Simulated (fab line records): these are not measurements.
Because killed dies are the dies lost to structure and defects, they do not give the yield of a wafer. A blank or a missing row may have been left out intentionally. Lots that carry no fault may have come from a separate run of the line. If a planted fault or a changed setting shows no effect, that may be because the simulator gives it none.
Which tool did it? -- flow n5 finfet -- 36 wafers from 12 lots sampled at 2 of the route's 1938 steps

== WHAT EACH GAUGE READ, for each wafer ==
N5_HKMG_FIN_INSPECT_28: inspects for defects (darkfield).
lot,measured,on,raw defect count
L075,day 4 11:34,defect inspect-01,40 33 53
L077,day 4 23:44,defect inspect-02,54 40 32
L079,day 5 15:47,defect inspect-01,44 53 38
L081,day 6 01:37,defect inspect-02,44 42 21
L083,day 6 10:52,defect inspect-01,41 42 51
L085,day 7 03:55,defect inspect-01,51 35 53
L087,day 7 11:06,defect inspect-01,71 43 56
L089,day 8 00:07,defect inspect-01,19 80 49
L091,day 8 13:14,defect inspect-01,29 51 45
L093,day 9 00:57,defect inspect-01,38 31 27
L095,day 9 15:47,defect inspect-01,45 39 32
L097,day 10 03:04,defect inspect-02,33 27 35

== TOOL THAT RAN EACH LOT (tool first, then ch and the chambers of the sampled wafers, then the start) ==
lot,N5_HKMG_FIN_ETCH_32
L075,"rie diel-03 ch 0,1, day 4 07:17"
L077,"rie diel-03 ch 0,1,2, day 4 19:26"
L079,"rie diel-04 ch 0,1,2, day 5 11:24"
L081,"rie diel-03 ch 0,1,3, day 5 21:19"
L083,"rie diel-01 ch 1,3, day 6 06:28"
L085,"rie diel-04 ch 1,2, day 6 23:30"
L087,"rie diel-01 ch 1,2,3, day 7 06:49"
L089,"rie diel-01 ch 0,2,3, day 7 19:46"
L091,"rie diel-04 ch 1,3, day 8 08:50"
L093,"rie diel-03 ch 0,2,3, day 8 20:32"
L095,"rie diel-03 ch 0,2, day 9 11:14"
L097,"rie diel-01 ch 0,1,3, day 9 22:27"
- N5_HKMG_FIN_ETCH_32: etches SOC in N2/H2, target depth 240 nm, time 300 s.

== THE ANSWER, worked out from the rows above alone ==
Rule: usual is defined by the lots themselves. Put in order of their means at a reading, lots are off if they are a third of the lots or fewer, leave a main group of 4 or more, and stand apart from it by a gap of 3 or more times the standard deviation of the main group's means; of several such gaps the widest counts. If all means in a main group match to the digits the tables above print for the reading, that group is not used. Also off: a lot with no number at a reading for which 4 or more lots have one. The other lots that the step has rows for count as sound.
Nothing can be told from this: no lot is off at any reading shown.

== WHAT THE SIMULATOR PUT IN ==
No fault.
